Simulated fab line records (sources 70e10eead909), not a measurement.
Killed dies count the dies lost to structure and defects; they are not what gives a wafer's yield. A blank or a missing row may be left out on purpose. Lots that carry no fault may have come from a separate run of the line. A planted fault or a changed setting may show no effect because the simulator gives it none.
fab line records || flow nand-harc || part 2 of 2: steps 29 to 34 of 34
[record] {"lots": 5, "wafers": 15, "last-day": 24}
route steps=1159 shown P_M1@302 P_M2@318
lots with no fault: from the same line, run without faults
start-h: the number of hours between the record's first day and the start of the first shown wafer of the lot || wait-h: hours elapsed since this lot's preceding step || " as in the row above || L1.1+2: one row covering several wafers at once || - no value, or no start given || * or withheld: withheld || < > ~ a bound
route shown NAME@n: NAME is a module with steps in the file, n the number in the route of the first one || usual: mean/standard deviation taken from wafers without a fault || same: alike in all rows || chamber/n: place in a boat || sites: readings site by site || _std_site: their standard deviation || _edge_site: inner sites' mean taken away from outer sites' mean || radius-mm: for every site, how far away it sits from the centre of the wafer || mask NAME#n: copy n || behind: the tool/chamber that last shaped the wafer || hold: the reason the lot was held/the length of the hold in hours/how it ended || device: the n, p or np transistor that did not switch || end of line: at the end of the route, the tests of the same wafers || where a step has no rows: the recipe by itself || killed: dies lost to structure and defects at the first sort, not the wafer's yield || map: a wafer's dies, x killed, . not, _ none there
set.NAME: the run value of the setting; set.NAME@STEP: its run value at that earlier step || model.NAME: the simulator's own value behind a step, which no gauge read
certain route steps with their lots: each step a table, each wafer a row
services: when a tool's chamber went out of use (start-h, in hours from the record's first day, below 0 if earlier), for how many hours, and the reason
[[steps]]
[step NHARC_P_M2_DESCUM_14]
[recipe] {"time-s": 3, "o2-flow-sccm": 200, "ar-flow-sccm": 0, "bias-power-w": 0, "chemistry": "O2"}
[usual] {"drypump-motor-current-A": "5.8/0.53", "oes-product-au": "1.002/0.0099", "rf-vpp-V": "57.7/0.98", "showerhead-plenum-p-Torr": "1.91/0.099", "throttle-valve-pct": "11.312/0.009"}
[same] {"bias-power-w": 0}
{"lot.wafer": "L078.2", "tool": "rie-diel-05", "chamber": 1, "start-h": 143.45, "wait-h": 0.1, "drypump-motor-current-A": 5.8, "oes-product-au": 1.008, "rf-hours-counter-h": 6, "rf-vpp-V": 58.9, "showerhead-plenum-p-Torr": 1.97, "throttle-valve-pct": 11.302}
{"lot.wafer": "L078.5", "tool": "rie-diel-05", "chamber": 2, "start-h": 143.45, "wait-h": 0.1, "drypump-motor-current-A": 6.0, "oes-product-au": 1.021, "rf-hours-counter-h": "-", "rf-vpp-V": 57.5, "showerhead-plenum-p-Torr": 1.85, "throttle-valve-pct": 11.323}
{"lot.wafer": "L078.6", "tool": "rie-diel-05", "chamber": 3, "start-h": 143.45, "wait-h": 0.1, "drypump-motor-current-A": 6.4, "oes-product-au": 1.012, "rf-hours-counter-h": "-", "rf-vpp-V": 58.5, "showerhead-plenum-p-Torr": 2.05, "throttle-valve-pct": 11.311}
{"lot.wafer": "L077.1", "tool": "rie-diel-05", "chamber": 3, "start-h": 148.39, "wait-h": 0.1, "drypump-motor-current-A": 6.4, "oes-product-au": 1.000, "rf-hours-counter-h": 6, "rf-vpp-V": 57.2, "showerhead-plenum-p-Torr": 2.05, "throttle-valve-pct": 11.310}
{"lot.wafer": "L077.5", "tool": "rie-diel-05", "chamber": 0, "start-h": 148.39, "wait-h": 0.1, "drypump-motor-current-A": 4.8, "oes-product-au": 1.005, "rf-hours-counter-h": "-", "rf-vpp-V": 58.1, "showerhead-plenum-p-Torr": 1.80, "throttle-valve-pct": 11.322}
{"lot.wafer": "L077.6", "tool": "rie-diel-05", "chamber": 1, "start-h": 148.39, "wait-h": 0.1, "drypump-motor-current-A": 5.8, "oes-product-au": 1.002, "rf-hours-counter-h": "-", "rf-vpp-V": 58.0, "showerhead-plenum-p-Torr": 1.97, "throttle-valve-pct": 11.291}
{"lot.wafer": "L086.2", "tool": "rie-diel-05", "chamber": 1, "start-h": 213.07, "wait-h": 0.1, "drypump-motor-current-A": 5.8, "oes-product-au": 0.998, "rf-hours-counter-h": 1, "rf-vpp-V": 57.7, "showerhead-plenum-p-Torr": 1.97, "throttle-valve-pct": 11.308}
{"lot.wafer": "L086.4", "tool": "rie-diel-05", "chamber": 2, "start-h": 213.07, "wait-h": 0.1, "drypump-motor-current-A": 5.9, "oes-product-au": 1.006, "rf-hours-counter-h": 1, "rf-vpp-V": 57.5, "showerhead-plenum-p-Torr": 1.84, "throttle-valve-pct": 11.297}
{"lot.wafer": "L086.5", "tool": "rie-diel-05", "chamber": 3, "start-h": 213.07, "wait-h": 0.1, "drypump-motor-current-A": 6.4, "oes-product-au": 1.012, "rf-hours-counter-h": "-", "rf-vpp-V": 58.5, "showerhead-plenum-p-Torr": 2.04, "throttle-valve-pct": 11.316}
{"lot.wafer": "L091.2", "tool": "rie-diel-05", "chamber": 3, "start-h": 232.25, "wait-h": 0.1, "drypump-motor-current-A": 6.4, "oes-product-au": 1.011, "rf-hours-counter-h": 2, "rf-vpp-V": 58.7, "showerhead-plenum-p-Torr": 2.04, "throttle-valve-pct": 11.320}
{"lot.wafer": "L091.5", "tool": "rie-diel-05", "chamber": 3, "start-h": 232.25, "wait-h": 0.1, "drypump-motor-current-A": 6.4, "oes-product-au": 1.013, "rf-hours-counter-h": "-", "rf-vpp-V": 58.4, "showerhead-plenum-p-Torr": 2.05, "throttle-valve-pct": 11.305}
{"lot.wafer": "L091.6", "tool": "rie-diel-05", "chamber": 0, "start-h": 232.25, "wait-h": 0.1, "drypump-motor-current-A": 4.8, "oes-product-au": 0.997, "rf-hours-counter-h": "-", "rf-vpp-V": 56.8, "showerhead-plenum-p-Torr": 1.80, "throttle-valve-pct": 11.326}
{"lot.wafer": "L095.3", "tool": "rie-diel-05", "chamber": 1, "start-h": 250.00, "wait-h": 0.1, "drypump-motor-current-A": 5.8, "oes-product-au": 0.989, "rf-hours-counter-h": 3, "rf-vpp-V": 56.5, "showerhead-plenum-p-Torr": 1.97, "throttle-valve-pct": 11.316}
{"lot.wafer": "L095.2", "tool": "rie-diel-05", "chamber": 0, "start-h": 250.00, "wait-h": 0.1, "drypump-motor-current-A": 4.8, "oes-product-au": 1.007, "rf-hours-counter-h": 3, "rf-vpp-V": 57.3, "showerhead-plenum-p-Torr": 1.80, "throttle-valve-pct": 11.314}
{"lot.wafer": "L095.5", "tool": "rie-diel-05", "chamber": 1, "start-h": 250.00, "wait-h": 0.1, "drypump-motor-current-A": 5.8, "oes-product-au": 0.985, "rf-hours-counter-h": "-", "rf-vpp-V": 58.9, "showerhead-plenum-p-Torr": 1.97, "throttle-valve-pct": 11.313}
[step NHARC_P_M2_ETCH_35]
[recipe] {"target-depth-a": 400, "overetch-a": 120, "time-s": 43.94, "ion-energy-ev": 200, "n2-flow-sccm": 150, "h2-flow-sccm": 150, "ar-flow-sccm": 0, "rf-w": 400, "bias-w": 150, "chemistry": "N2/H2"}
[usual] {"drypump-motor-current-A": "5.8/0.52", "h2-flow-sccm": "150.0/0.45", "oes-product-au": "0.999/0.01", "rf-vpp-V": "430/3.2", "showerhead-plenum-p-Torr": "2.03/0.11", "throttle-valve-pct": "14.170/0.009"}
{"lot.wafer": "L078.2", "tool": "rie-diel-05", "chamber": 3, "start-h": 143.51, "wait-h": 0.1, "drypump-motor-current-A": 6.4, "h2-flow-sccm": 150.1, "oes-product-au": 0.999, "rf-hours-counter-h": 6, "rf-vpp-V": 433, "showerhead-plenum-p-Torr": 2.18, "throttle-valve-pct": 14.172}
{"lot.wafer": "L078.5", "tool": "rie-diel-05", "chamber": 2, "start-h": 143.51, "wait-h": 0.1, "drypump-motor-current-A": 5.9, "h2-flow-sccm": 149.8, "oes-product-au": 1.004, "rf-hours-counter-h": "-", "rf-vpp-V": 428, "showerhead-plenum-p-Torr": 1.97, "throttle-valve-pct": 14.160}
{"lot.wafer": "L078.6", "tool": "rie-diel-05", "chamber": 3, "start-h": 143.51, "wait-h": 0.1, "drypump-motor-current-A": 6.4, "h2-flow-sccm": 149.8, "oes-product-au": 1.002, "rf-hours-counter-h": "-", "rf-vpp-V": 435, "showerhead-plenum-p-Torr": 2.18, "throttle-valve-pct": 14.155}
{"lot.wafer": "L077.1", "tool": "rie-diel-05", "chamber": 0, "start-h": 148.47, "wait-h": 0.1, "drypump-motor-current-A": 4.8, "h2-flow-sccm": 149.9, "oes-product-au": 0.997, "rf-hours-counter-h": 5, "rf-vpp-V": 426, "showerhead-plenum-p-Torr": 1.91, "throttle-valve-pct": 14.164}
{"lot.wafer": "L077.5", "tool": "rie-diel-05", "chamber": 1, "start-h": 148.47, "wait-h": 0.1, "drypump-motor-current-A": 5.8, "h2-flow-sccm": 149.1, "oes-product-au": 0.987, "rf-hours-counter-h": "-", "rf-vpp-V": 431, "showerhead-plenum-p-Torr": 2.10, "throttle-valve-pct": 14.158}
{"lot.wafer": "L077.6", "tool": "rie-diel-05", "chamber": 2, "start-h": 148.47, "wait-h": 0.1, "drypump-motor-current-A": 5.9, "h2-flow-sccm": 149.8, "oes-product-au": 1.011, "rf-hours-counter-h": "-", "rf-vpp-V": 427, "showerhead-plenum-p-Torr": 1.97, "throttle-valve-pct": 14.153}
{"lot.wafer": "L086.4", "tool": "rie-diel-05", "chamber": 0, "start-h": 213.13, "wait-h": 0.1, "drypump-motor-current-A": 4.8, "h2-flow-sccm": 150.3, "oes-product-au": 0.986, "rf-hours-counter-h": 1, "rf-vpp-V": 427, "showerhead-plenum-p-Torr": 1.91, "throttle-valve-pct": 14.181}
{"lot.wafer": "L086.2", "tool": "rie-diel-05", "chamber": 1, "start-h": 213.13, "wait-h": 0.1, "drypump-motor-current-A": 5.8, "h2-flow-sccm": 149.4, "oes-product-au": 0.999, "rf-hours-counter-h": 1, "rf-vpp-V": 434, "showerhead-plenum-p-Torr": 2.10, "throttle-valve-pct": 14.163}
{"lot.wafer": "L086.5", "tool": "rie-diel-05", "chamber": 1, "start-h": 213.13, "wait-h": 0.1, "drypump-motor-current-A": 5.8, "h2-flow-sccm": 150.5, "oes-product-au": 0.999, "rf-hours-counter-h": "-", "rf-vpp-V": 431, "showerhead-plenum-p-Torr": 2.10, "throttle-valve-pct": 14.178}
{"lot.wafer": "L091.2", "tool": "rie-diel-05", "chamber": 3, "start-h": 232.35, "wait-h": 0.1, "drypump-motor-current-A": 6.4, "h2-flow-sccm": 150.3, "oes-product-au": 0.997, "rf-hours-counter-h": 2, "rf-vpp-V": 435, "showerhead-plenum-p-Torr": 2.18, "throttle-valve-pct": 14.166}
{"lot.wafer": "L091.6", "tool": "rie-diel-05", "chamber": 0, "start-h": 232.35, "wait-h": 0.1, "drypump-motor-current-A": 4.8, "h2-flow-sccm": 149.8, "oes-product-au": 0.991, "rf-hours-counter-h": "-", "rf-vpp-V": 427, "showerhead-plenum-p-Torr": 1.91, "throttle-valve-pct": 14.179}
{"lot.wafer": "L091.5", "tool": "rie-diel-05", "chamber": 1, "start-h": 232.35, "wait-h": 0.1, "drypump-motor-current-A": 5.8, "h2-flow-sccm": 150.4, "oes-product-au": 1.009, "rf-hours-counter-h": "-", "rf-vpp-V": 433, "showerhead-plenum-p-Torr": 2.10, "throttle-valve-pct": 14.173}
{"lot.wafer": "L095.3", "tool": "rie-diel-05", "chamber": 2, "start-h": 250.09, "wait-h": 0.1, "drypump-motor-current-A": 6.0, "h2-flow-sccm": 150.3, "oes-product-au": 1.012, "rf-hours-counter-h": 3, "rf-vpp-V": 428, "showerhead-plenum-p-Torr": 1.96, "throttle-valve-pct": 14.168}
{"lot.wafer": "L095.2", "tool": "rie-diel-05", "chamber": 3, "start-h": 250.09, "wait-h": 0.1, "drypump-motor-current-A": 6.4, "h2-flow-sccm": 149.7, "oes-product-au": 1.009, "rf-hours-counter-h": 3, "rf-vpp-V": 434, "showerhead-plenum-p-Torr": 2.18, "throttle-valve-pct": 14.157}
{"lot.wafer": "L095.5", "tool": "rie-diel-05", "chamber": 3, "start-h": 250.09, "wait-h": 0.1, "drypump-motor-current-A": 6.4, "h2-flow-sccm": 149.8, "oes-product-au": 1.004, "rf-hours-counter-h": "-", "rf-vpp-V": 433, "showerhead-plenum-p-Torr": 2.18, "throttle-valve-pct": 14.146}
[step NHARC_P_M2_ETCH_15]
[recipe] {"target-depth-a": 1825, "time-s": 91.2, "c4f8-flow-sccm": "withheld", "ar-flow-sccm": 400, "rf-w": 600, "bias-w": 300, "chemistry": "C4F8/Ar"}
[usual] {"oes-product-au": "0.951/0.023", "rf-vpp-V": "441/3.2"}
{"lot.wafer": "L078.2", "tool": "rie-diel-05", "chamber": 1, "start-h": "-", "wait-h": "-", "oes-product-au": 0.920, "rf-hours-counter-h": 6, "rf-vpp-V": 444}
{"lot.wafer": "L078.5", "tool": "rie-diel-05", "chamber": 2, "start-h": "-", "wait-h": "-", "oes-product-au": 0.930, "rf-hours-counter-h": "-", "rf-vpp-V": 440}
{"lot.wafer": "L078.6", "tool": "rie-diel-05", "chamber": 3, "start-h": "-", "wait-h": "-", "oes-product-au": 0.919, "rf-hours-counter-h": "-", "rf-vpp-V": 446}
{"lot.wafer": "L077.1", "tool": "rie-diel-05", "chamber": 3, "start-h": "-", "wait-h": "-", "oes-product-au": 0.921, "rf-hours-counter-h": 6, "rf-vpp-V": 446}
{"lot.wafer": "L077.6", "tool": "rie-diel-05", "chamber": 1, "start-h": "-", "wait-h": "-", "oes-product-au": 0.916, "rf-hours-counter-h": "-", "rf-vpp-V": 444}
{"lot.wafer": "L077.5", "tool": "rie-diel-05", "chamber": 2, "start-h": "-", "wait-h": "-", "oes-product-au": 0.936, "rf-hours-counter-h": "-", "rf-vpp-V": 439}
{"lot.wafer": "L086.2", "tool": "rie-diel-05", "chamber": 2, "start-h": "-", "wait-h": "-", "oes-product-au": 0.982, "rf-hours-counter-h": 1, "rf-vpp-V": 439}
{"lot.wafer": "L086.4", "tool": "rie-diel-05", "chamber": 0, "start-h": "-", "wait-h": "-", "oes-product-au": 0.951, "rf-hours-counter-h": 1, "rf-vpp-V": 436}
{"lot.wafer": "L086.5", "tool": "rie-diel-05", "chamber": 2, "start-h": "-", "wait-h": "-", "oes-product-au": 0.986, "rf-hours-counter-h": "-", "rf-vpp-V": 437}
{"lot.wafer": "L091.2", "tool": "rie-diel-05", "chamber": 2, "start-h": "-", "wait-h": "-", "oes-product-au": 0.986, "rf-hours-counter-h": 2, "rf-vpp-V": 439}
{"lot.wafer": "L091.5", "tool": "rie-diel-05", "chamber": 2, "start-h": "-", "wait-h": "-", "oes-product-au": 0.984, "rf-hours-counter-h": "-", "rf-vpp-V": 440}
{"lot.wafer": "L091.6", "tool": "rie-diel-05", "chamber": 3, "start-h": "-", "wait-h": "-", "oes-product-au": 0.971, "rf-hours-counter-h": "-", "rf-vpp-V": 447}
{"lot.wafer": "L095.2", "tool": "rie-diel-05", "chamber": 2, "start-h": "-", "wait-h": "-", "oes-product-au": 0.945, "rf-hours-counter-h": 3, "rf-vpp-V": 439}
{"lot.wafer": "L095.3", "tool": "rie-diel-05", "chamber": 0, "start-h": "-", "wait-h": "-", "oes-product-au": 0.948, "rf-hours-counter-h": 3, "rf-vpp-V": 437}
{"lot.wafer": "L095.5", "tool": "rie-diel-05", "chamber": 2, "start-h": "-", "wait-h": "-", "oes-product-au": 0.950, "rf-hours-counter-h": "-", "rf-vpp-V": 438}
[step NHARC_P_M2_CD_MEAS_16]
[usual] {"cd-nm": "169.5/0.67"}
{"lot.wafer": "L078.2", "tool": "cd-sem-03", "chamber": "-", "start-h": 143.73, "wait-h": "-", "cd-nm": 169.9}
{"lot.wafer": "L078.5", "tool": "cd-sem-03", "chamber": "-", "start-h": 143.73, "wait-h": "-", "cd-nm": 170.4}
{"lot.wafer": "L078.6", "tool": "cd-sem-03", "chamber": "-", "start-h": 143.73, "wait-h": "-", "cd-nm": 168.6}
{"lot.wafer": "L077.1", "tool": "cd-sem-03", "chamber": "-", "start-h": 148.68, "wait-h": "-", "cd-nm": 170.0}
{"lot.wafer": "L077.5", "tool": "cd-sem-03", "chamber": "-", "start-h": 148.68, "wait-h": "-", "cd-nm": 171.6}
{"lot.wafer": "L077.6", "tool": "cd-sem-03", "chamber": "-", "start-h": 148.68, "wait-h": "-", "cd-nm": 170.4}
{"lot.wafer": "L086.2", "tool": "cd-sem-02", "chamber": "-", "start-h": 213.36, "wait-h": "-", "cd-nm": 168.9}
{"lot.wafer": "L086.4", "tool": "cd-sem-02", "chamber": "-", "start-h": 213.36, "wait-h": "-", "cd-nm": 169.4}
{"lot.wafer": "L086.5", "tool": "cd-sem-02", "chamber": "-", "start-h": 213.36, "wait-h": "-", "cd-nm": 169.0}
{"lot.wafer": "L091.2", "tool": "cd-sem-01", "chamber": "-", "start-h": 232.56, "wait-h": "-", "cd-nm": 169.8}
{"lot.wafer": "L091.5", "tool": "cd-sem-01", "chamber": "-", "start-h": 232.56, "wait-h": "-", "cd-nm": 169.1}
{"lot.wafer": "L091.6", "tool": "cd-sem-01", "chamber": "-", "start-h": 232.56, "wait-h": "-", "cd-nm": 168.5}
{"lot.wafer": "L095.2", "tool": "cd-sem-02", "chamber": "-", "start-h": 250.31, "wait-h": "-", "cd-nm": 169.5}
{"lot.wafer": "L095.3", "tool": "cd-sem-02", "chamber": "-", "start-h": 250.31, "wait-h": "-", "cd-nm": 168.9}
{"lot.wafer": "L095.5", "tool": "cd-sem-02", "chamber": "-", "start-h": 250.31, "wait-h": "-", "cd-nm": 170.2}
[step NHARC_P_M2_STRIP_18]
[recipe] {"power-w": 1000, "n2-flow-sccm": 150, "h2-flow-sccm": 150, "ar-flow-sccm": 0, "bias-w": 0, "chemistry": "N2/H2"}
[usual] {"drypump-motor-current-A": "5.8/0.46", "h2-flow-sccm": "150.0/0.47", "oes-product-au": "0.999/0.0094", "rf-vpp-V": "90.7/0.92", "showerhead-plenum-p-Torr": "2.04/0.11", "throttle-valve-pct": "14.172/0.0091"}
{"lot.wafer": "L078.2", "tool": "rie-diel-05", "chamber": 0, "start-h": 143.83, "wait-h": 0.1, "drypump-motor-current-A": 4.8, "h2-flow-sccm": 150.2, "oes-product-au": 0.994, "rf-hours-counter-h": 5, "rf-vpp-V": 89.4, "showerhead-plenum-p-Torr": 1.91, "throttle-valve-pct": 14.192}
{"lot.wafer": "L078.5", "tool": "rie-diel-05", "chamber": 3, "start-h": 143.83, "wait-h": 0.1, "drypump-motor-current-A": 6.4, "h2-flow-sccm": 149.4, "oes-product-au": 0.995, "rf-hours-counter-h": "-", "rf-vpp-V": 90.8, "showerhead-plenum-p-Torr": 2.18, "throttle-valve-pct": 14.177}
{"lot.wafer": "L078.6", "tool": "rie-diel-05", "chamber": 0, "start-h": 143.83, "wait-h": 0.1, "drypump-motor-current-A": 4.8, "h2-flow-sccm": 150.1, "oes-product-au": 1.000, "rf-hours-counter-h": "-", "rf-vpp-V": 89.4, "showerhead-plenum-p-Torr": 1.91, "throttle-valve-pct": 14.169}
{"lot.wafer": "L077.1", "tool": "rie-diel-05", "chamber": 3, "start-h": 148.78, "wait-h": 0.1, "drypump-motor-current-A": 6.4, "h2-flow-sccm": 149.7, "oes-product-au": 1.010, "rf-hours-counter-h": 6, "rf-vpp-V": 92.1, "showerhead-plenum-p-Torr": 2.18, "throttle-valve-pct": 14.186}
{"lot.wafer": "L077.6", "tool": "rie-diel-05", "chamber": 2, "start-h": 148.78, "wait-h": 0.1, "drypump-motor-current-A": 5.9, "h2-flow-sccm": 149.5, "oes-product-au": 1.013, "rf-hours-counter-h": "-", "rf-vpp-V": 89.8, "showerhead-plenum-p-Torr": 1.97, "throttle-valve-pct": 14.166}
{"lot.wafer": "L077.5", "tool": "rie-diel-05", "chamber": 3, "start-h": 148.78, "wait-h": 0.1, "drypump-motor-current-A": 6.4, "h2-flow-sccm": 150.2, "oes-product-au": 1.023, "rf-hours-counter-h": "-", "rf-vpp-V": 90.4, "showerhead-plenum-p-Torr": 2.18, "throttle-valve-pct": 14.166}
{"lot.wafer": "L086.2", "tool": "rie-diel-05", "chamber": 0, "start-h": 213.46, "wait-h": 0.1, "drypump-motor-current-A": 4.8, "h2-flow-sccm": 150.0, "oes-product-au": 0.983, "rf-hours-counter-h": 1, "rf-vpp-V": 92.4, "showerhead-plenum-p-Torr": 1.91, "throttle-valve-pct": 14.173}
{"lot.wafer": "L086.4", "tool": "rie-diel-05", "chamber": 2, "start-h": 213.46, "wait-h": 0.1, "drypump-motor-current-A": 5.9, "h2-flow-sccm": 150.3, "oes-product-au": 1.011, "rf-hours-counter-h": 1, "rf-vpp-V": 89.3, "showerhead-plenum-p-Torr": 1.96, "throttle-valve-pct": 14.168}
{"lot.wafer": "L086.5", "tool": "rie-diel-05", "chamber": 0, "start-h": 213.46, "wait-h": 0.1, "drypump-motor-current-A": 4.8, "h2-flow-sccm": 149.7, "oes-product-au": 0.984, "rf-hours-counter-h": "-", "rf-vpp-V": 89.6, "showerhead-plenum-p-Torr": 1.91, "throttle-valve-pct": 14.175}
{"lot.wafer": "L091.2", "tool": "rie-diel-05", "chamber": 0, "start-h": 232.63, "wait-h": 0.1, "drypump-motor-current-A": 4.8, "h2-flow-sccm": 149.6, "oes-product-au": 0.997, "rf-hours-counter-h": 2, "rf-vpp-V": 89.4, "showerhead-plenum-p-Torr": 1.91, "throttle-valve-pct": 14.171}
{"lot.wafer": "L091.5", "tool": "rie-diel-05", "chamber": 0, "start-h": 232.63, "wait-h": 0.1, "drypump-motor-current-A": 4.8, "h2-flow-sccm": 150.0, "oes-product-au": 0.997, "rf-hours-counter-h": "-", "rf-vpp-V": 90.6, "showerhead-plenum-p-Torr": 1.91, "throttle-valve-pct": 14.159}
{"lot.wafer": "L091.6", "tool": "rie-diel-05", "chamber": 1, "start-h": 232.63, "wait-h": 0.1, "drypump-motor-current-A": 5.8, "h2-flow-sccm": 148.7, "oes-product-au": 0.997, "rf-hours-counter-h": "-", "rf-vpp-V": 91.3, "showerhead-plenum-p-Torr": 2.10, "throttle-valve-pct": 14.183}
{"lot.wafer": "L095.3", "tool": "rie-diel-05", "chamber": 3, "start-h": 250.38, "wait-h": 0.1, "drypump-motor-current-A": 6.4, "h2-flow-sccm": 149.6, "oes-product-au": 1.000, "rf-hours-counter-h": 3, "rf-vpp-V": 91.2, "showerhead-plenum-p-Torr": 2.18, "throttle-valve-pct": 14.185}
{"lot.wafer": "L095.2", "tool": "rie-diel-05", "chamber": 1, "start-h": 250.38, "wait-h": 0.1, "drypump-motor-current-A": 5.8, "h2-flow-sccm": 149.9, "oes-product-au": 0.990, "rf-hours-counter-h": 3, "rf-vpp-V": 92.7, "showerhead-plenum-p-Torr": 2.10, "throttle-valve-pct": 14.171}
{"lot.wafer": "L095.5", "tool": "rie-diel-05", "chamber": 0, "start-h": 250.38, "wait-h": 0.1, "drypump-motor-current-A": 4.8, "h2-flow-sccm": 150.2, "oes-product-au": 0.996, "rf-hours-counter-h": "-", "rf-vpp-V": 90.6, "showerhead-plenum-p-Torr": 1.91, "throttle-valve-pct": 14.160}
[step NHARC_P_M2_ETCH_28]
[recipe] {"target-depth-a": 300, "over-etch-frac": 0.3, "time-s": 72.99, "ion-energy-ev": 150, "cf4-flow-sccm": 50, "n2-flow-sccm": 100, "ar-flow-sccm": 150, "rf-w": 300, "bias-w": 100, "chemistry": "CF4/N2"}
[usual] {"drypump-motor-current-A": "5.8/0.43", "oes-product-au": "0.998/0.0095", "rf-vpp-V": "314.1/2.2", "showerhead-plenum-p-Torr": "2.62/0.13", "throttle-valve-pct": "19.796/0.009"}
{"lot.wafer": "L078.2", "tool": "rie-diel-05", "chamber": 3, "start-h": "-", "wait-h": "-", "drypump-motor-current-A": 6.4, "oes-product-au": 1.007, "rf-hours-counter-h": 6, "rf-vpp-V": 317.1, "showerhead-plenum-p-Torr": 2.80, "throttle-valve-pct": 19.808}
{"lot.wafer": "L078.6", "tool": "rie-diel-05", "chamber": 0, "start-h": "-", "wait-h": "-", "drypump-motor-current-A": 4.8, "oes-product-au": 1.006, "rf-hours-counter-h": "-", "rf-vpp-V": 311.9, "showerhead-plenum-p-Torr": 2.47, "throttle-valve-pct": 19.787}
{"lot.wafer": "L078.5", "tool": "rie-diel-05", "chamber": 1, "start-h": "-", "wait-h": "-", "drypump-motor-current-A": 5.8, "oes-product-au": 0.986, "rf-hours-counter-h": "-", "rf-vpp-V": 315.7, "showerhead-plenum-p-Torr": 2.70, "throttle-valve-pct": 19.805}
{"lot.wafer": "L077.1", "tool": "rie-diel-05", "chamber": 3, "start-h": "-", "wait-h": "-", "drypump-motor-current-A": 6.4, "oes-product-au": 1.002, "rf-hours-counter-h": 6, "rf-vpp-V": 317.2, "showerhead-plenum-p-Torr": 2.80, "throttle-valve-pct": 19.812}
{"lot.wafer": "L077.6", "tool": "rie-diel-05", "chamber": 2, "start-h": "-", "wait-h": "-", "drypump-motor-current-A": 5.9, "oes-product-au": 1.006, "rf-hours-counter-h": "-", "rf-vpp-V": 311.7, "showerhead-plenum-p-Torr": 2.54, "throttle-valve-pct": 19.807}
{"lot.wafer": "L077.5", "tool": "rie-diel-05", "chamber": 3, "start-h": "-", "wait-h": "-", "drypump-motor-current-A": 6.4, "oes-product-au": 1.001, "rf-hours-counter-h": "-", "rf-vpp-V": 317.0, "showerhead-plenum-p-Torr": 2.80, "throttle-valve-pct": 19.782}
{"lot.wafer": "L086.2", "tool": "rie-diel-05", "chamber": 2, "start-h": "-", "wait-h": "-", "drypump-motor-current-A": 6.0, "oes-product-au": 1.010, "rf-hours-counter-h": 1, "rf-vpp-V": 313.3, "showerhead-plenum-p-Torr": 2.54, "throttle-valve-pct": 19.797}
{"lot.wafer": "L086.4", "tool": "rie-diel-05", "chamber": 0, "start-h": "-", "wait-h": "-", "drypump-motor-current-A": 4.8, "oes-product-au": 0.994, "rf-hours-counter-h": 1, "rf-vpp-V": 310.5, "showerhead-plenum-p-Torr": 2.47, "throttle-valve-pct": 19.791}
{"lot.wafer": "L086.5", "tool": "rie-diel-05", "chamber": 3, "start-h": "-", "wait-h": "-", "drypump-motor-current-A": 6.4, "oes-product-au": 1.015, "rf-hours-counter-h": "-", "rf-vpp-V": 316.1, "showerhead-plenum-p-Torr": 2.80, "throttle-valve-pct": 19.797}
{"lot.wafer": "L091.2", "tool": "rie-diel-05", "chamber": 3, "start-h": "-", "wait-h": "-", "drypump-motor-current-A": 6.4, "oes-product-au": 1.003, "rf-hours-counter-h": 2, "rf-vpp-V": 318.7, "showerhead-plenum-p-Torr": 2.80, "throttle-valve-pct": 19.796}
{"lot.wafer": "L091.5", "tool": "rie-diel-05", "chamber": 0, "start-h": "-", "wait-h": "-", "drypump-motor-current-A": 4.8, "oes-product-au": 0.997, "rf-hours-counter-h": "-", "rf-vpp-V": 311.9, "showerhead-plenum-p-Torr": 2.47, "throttle-valve-pct": 19.788}
{"lot.wafer": "L091.6", "tool": "rie-diel-05", "chamber": 1, "start-h": "-", "wait-h": "-", "drypump-motor-current-A": 5.8, "oes-product-au": 0.986, "rf-hours-counter-h": "-", "rf-vpp-V": 315.3, "showerhead-plenum-p-Torr": 2.70, "throttle-valve-pct": 19.802}
{"lot.wafer": "L095.2", "tool": "rie-diel-05", "chamber": 3, "start-h": "-", "wait-h": "-", "drypump-motor-current-A": 6.4, "oes-product-au": 0.996, "rf-hours-counter-h": 3, "rf-vpp-V": 317.3, "showerhead-plenum-p-Torr": 2.80, "throttle-valve-pct": 19.790}
{"lot.wafer": "L095.3", "tool": "rie-diel-05", "chamber": 2, "start-h": "-", "wait-h": "-", "drypump-motor-current-A": 6.0, "oes-product-au": 0.999, "rf-hours-counter-h": 3, "rf-vpp-V": 312.7, "showerhead-plenum-p-Torr": 2.54, "throttle-valve-pct": 19.789}
{"lot.wafer": "L095.5", "tool": "rie-diel-05", "chamber": 0, "start-h": "-", "wait-h": "-", "drypump-motor-current-A": 4.8, "oes-product-au": 0.991, "rf-hours-counter-h": "-", "rf-vpp-V": 311.5, "showerhead-plenum-p-Torr": 2.47, "throttle-valve-pct": 19.803}
[[services]]
{"tool": "litho-track-06", "chamber": "-", "start-h": 117.00, "hours": 7.0, "kind": "pm"}
{"tool": "rie-diel-08", "chamber": "-", "start-h": 124.80, "hours": 9.0, "kind": "pm"}
{"tool": "rie-diel-12", "chamber": "-", "start-h": 131.52, "hours": 0.3, "kind": "repair"}
{"tool": "rie-diel-05", "chamber": 2, "start-h": 134.01, "hours": 4.2, "kind": "repair"}
{"tool": "litho-track-04", "chamber": "-", "start-h": 141.00, "hours": 7.0, "kind": "pm"}
{"tool": "pecvd-02", "chamber": "-", "start-h": 153.14, "hours": 13.0, "kind": "pm"}
{"tool": "pvd-sputter-01", "chamber": "-", "start-h": 158.03, "hours": 10.0, "kind": "pm"}
{"tool": "rie-diel-05", "chamber": "-", "start-h": 163.60, "hours": 9.0, "kind": "pm"}
{"tool": "pecvd-02", "chamber": 2, "start-h": 170.18, "hours": 2.3, "kind": "repair"}
{"tool": "ecd-cu-02", "chamber": "-", "start-h": 173.03, "hours": 0.3, "kind": "repair"}
{"tool": "ecd-cu-02", "chamber": "-", "start-h": 180.00, "hours": 8.0, "kind": "pm"}
{"tool": "pvd-sputter-02", "chamber": "-", "start-h": 187.60, "hours": 2.7, "kind": "repair"}
{"tool": "pecvd-04", "chamber": "-", "start-h": 195.00, "hours": 13.0, "kind": "pm"}
{"tool": "rie-diel-05", "chamber": 1, "start-h": 195.22, "hours": 6.1, "kind": "repair"}
{"tool": "pvd-sputter-03", "chamber": "-", "start-h": 195.69, "hours": 6.6, "kind": "repair"}
{"tool": "rie-diel-05", "chamber": 2, "start-h": 197.80, "hours": 8.4, "kind": "repair"}
{"tool": "wet-bench-10", "chamber": "-", "start-h": 202.09, "hours": 1.0, "kind": "repair"}
{"tool": "rie-diel-12", "chamber": "-", "start-h": 202.40, "hours": 9.0, "kind": "pm"}
{"tool": "arfi-scanner-02", "chamber": "-", "start-h": 207.77, "hours": 0.4, "kind": "repair"}
{"tool": "pvd-sputter-03", "chamber": "-", "start-h": 226.36, "hours": 4.4, "kind": "repair"}
{"tool": "wet-bench-08", "chamber": "-", "start-h": 230.40, "hours": 8.0, "kind": "pm"}
{"tool": "pvd-sputter-02", "chamber": "-", "start-h": 231.39, "hours": 10.0, "kind": "pm"}
{"tool": "pvd-sputter-01", "chamber": "-", "start-h": 246.58, "hours": 14.5, "kind": "repair"}
{"tool": "wet-bench-10", "chamber": "-", "start-h": 247.20, "hours": 8.0, "kind": "pm"}
